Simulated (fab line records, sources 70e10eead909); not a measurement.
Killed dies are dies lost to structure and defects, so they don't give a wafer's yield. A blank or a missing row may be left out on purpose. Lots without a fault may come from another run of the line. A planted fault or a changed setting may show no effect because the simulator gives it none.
Chamber matching | flow nand_harc | NHARC_A_CHANNEL_HOLE_D1_ETCH_44 on rie_diel-07: 4 sister chambers
The step etches the open film in CF4/O2, target depth 140 nm, overetch 14 nm, time 77 s. 18 wafers are shown with their chamber, then 9 later ones without.

WAFERS WITH THEIR CHAMBER
wafer  | chamber | drypump_motor_current_A (A) | rf_vpp_V (V) | o2_flow_sccm (sccm)
L542.2 | 1       | 5.3                         | 197.7        | 20.02
L542.3 | 2       | 5.8                         | 197.3        | 19.99
L542.4 | 0       | 5.0                         | 200.0        | 20.02
L543.1 | 0       | 5.0                         | 200.6        | 19.95
L543.5 | 0       | 5.1                         | 200.1        | 19.97
L543.6 | 1       | 5.3                         | 199.0        | 20.03
L546.1 | 0       | 5.1                         | 199.2        | 20.03
L546.2 | 1       | 5.4                         | 197.2        | 19.99
L546.5 | 1       | 5.4                         | 196.2        | 19.94
L548.1 | 0       | 5.0                         | 197.7        | 19.93
L548.2 | 3       | 5.8                         | 196.9        | 20.11
L548.6 | 0       | 5.1                         | 200.5        | 19.96
L549.1 | 2       | 5.8                         | 194.9        | 20.08
L549.4 | 3       | 5.8                         | 195.7        | 20.07
L549.5 | 3       | 5.8                         | 195.0        | 19.97
L550.2 | 3       | 5.8                         | 195.5        | 20.06
L550.3 | 0       | 5.1                         | 198.6        | 20.06
L550.6 | 3       | 5.8                         | 195.2        | 20.07

SIGNATURES (means of the wafers above)
reading                 | chamber 0 | chamber 1 | chamber 2 | chamber 3 | scatter within a chamber
drypump_motor_current_A | 5.057     | 5.350     | 5.800     | 5.800     | 0.044
rf_vpp_V                | 199.529   | 197.525   | 196.100   | 195.660   | 1.07
o2_flow_sccm            | 19.9886   | 19.9950   | 20.0350   | 20.0560   | 0.049
Rule: a wafer's distance from a chamber is the root of the sum, over the readings, of the square of ((its reading less the chamber's mean) divided by the reading's scatter). The wafer belongs to the nearest chamber; if the next one is less than 2 further off, it can't be placed. The scatter: the root of (the sum of the squares of (reading less its chamber's mean) over the shown wafers, divided by (wafers less chambers)).

WAFERS WITHOUT THEIR CHAMBER
wafer  | drypump_motor_current_A (A) | rf_vpp_V (V) | o2_flow_sccm (sccm)
L560.1 | 5.8                         | 195.4        | 20.08
L560.3 | 5.3                         | 196.3        | 20.02
L560.4 | 5.0                         | 199.6        | 19.90
L561.3 | 5.0                         | 200.9        | 19.97
L561.5 | 5.8                         | 195.9        | 19.85
L561.6 | 5.8                         | 194.9        | 19.96
L563.2 | 5.8                         | 196.0        | 19.91
L563.3 | 5.7                         | 196.7        | 20.06
L563.4 | 5.1                         | 198.0        | 20.04

WHICH CHAMBER EACH WENT THROUGH
wafer  | from the rows above     | in truth
L560.1 | can't be placed: 3 or 2 | 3
L560.3 | 1                       | 1
L560.4 | 0                       | 0
L561.3 | 0                       | 0
L561.5 | can't be placed: 2 or 3 | 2
L561.6 | can't be placed: 2 or 3 | 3
L563.2 | can't be placed: 2 or 3 | 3
L563.3 | can't be placed: 2 or 3 | 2
L563.4 | 0                       | 0
Placed correctly: 4 of 9. Can't be placed from these rows: 5 (the true chamber is among the candidates in 5). Placed wrongly: 0.
